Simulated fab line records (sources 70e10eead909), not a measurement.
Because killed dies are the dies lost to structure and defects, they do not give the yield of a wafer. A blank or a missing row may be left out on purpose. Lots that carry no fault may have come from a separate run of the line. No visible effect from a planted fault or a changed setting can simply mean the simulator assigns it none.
Which tool is to blame? || flow nand_harc || Sampling: 6 lots, 18 wafers, 2 of 1159 route steps

== WHAT EACH GAUGE READ, for each wafer ==
NHARC_A_SLIT_CD_MEAS_21.
{"lot": "L966", "measured": "day 14 17:39", "on": "cd_sem-02", "cd_nm (nm)": "289.3 288.9 289.6"}
{"lot": "L969", "measured": "day 15 09:28", "on": "cd_sem-02", "cd_nm (nm)": "290.2 289.4 290.5"}
{"lot": "L976", "measured": "day 16 19:05", "on": "cd_sem-03", "cd_nm (nm)": "291.3 288.8 289.3"}
{"lot": "L978", "measured": "day 17 16:43", "on": "cd_sem-01", "cd_nm (nm)": "290.6 290.2 289.9"}
{"lot": "L983", "measured": "day 19 07:57", "on": "cd_sem-02", "cd_nm (nm)": "288.3 288.8 289.2"}
{"lot": "L988", "measured": "day 19 16:32", "on": "cd_sem-03", "cd_nm (nm)": "289.2 289.1 289.5"}

== EACH LOT AND THE TOOL THAT RAN IT (in order: tool; ch and the chambers of the sampled wafers; start) ==
{"lot": "L966", "NHARC_A_SLIT_ETCH_26": "har_etch-02 ch 0,1, day 14 16:32"}
{"lot": "L969", "NHARC_A_SLIT_ETCH_26": "har_etch-01 ch 0,1, day 15 08:20"}
{"lot": "L976", "NHARC_A_SLIT_ETCH_26": "har_etch-02 ch 0,1, day 16 17:37"}
{"lot": "L978", "NHARC_A_SLIT_ETCH_26": "har_etch-02 ch 0,1, day 17 15:33"}
{"lot": "L983", "NHARC_A_SLIT_ETCH_26": "har_etch-02 ch 0,1, day 19 06:47"}
{"lot": "L988", "NHARC_A_SLIT_ETCH_26": "har_etch-02 ch 0,1, day 19 15:23"}
- NHARC_A_SLIT_ETCH_26: etches the open film in C4F8/O2/Ar, time 90 s, target depth 400 nm.

== THE ANSWER, worked out from the rows above alone ==
Rule: the usual values come from the lots themselves. Put in order of their means at a reading, lots are off if they are a third of the lots or fewer, leave a main group of 4 or more, and stand apart from it by a gap of 3 or more times the standard deviation of the main group's means; of several such gaps the widest counts. Not used: any main group whose means are identical at the precision the tables above print for the reading. A lot without any number at a reading at which 4 lots or more have one is off too. All remaining lots with rows at the step are treated as sound.
None of the lots is off at any reading shown; this tells nothing.

== WHAT HAD BEEN PUT IN BY THE SIMULATOR ==
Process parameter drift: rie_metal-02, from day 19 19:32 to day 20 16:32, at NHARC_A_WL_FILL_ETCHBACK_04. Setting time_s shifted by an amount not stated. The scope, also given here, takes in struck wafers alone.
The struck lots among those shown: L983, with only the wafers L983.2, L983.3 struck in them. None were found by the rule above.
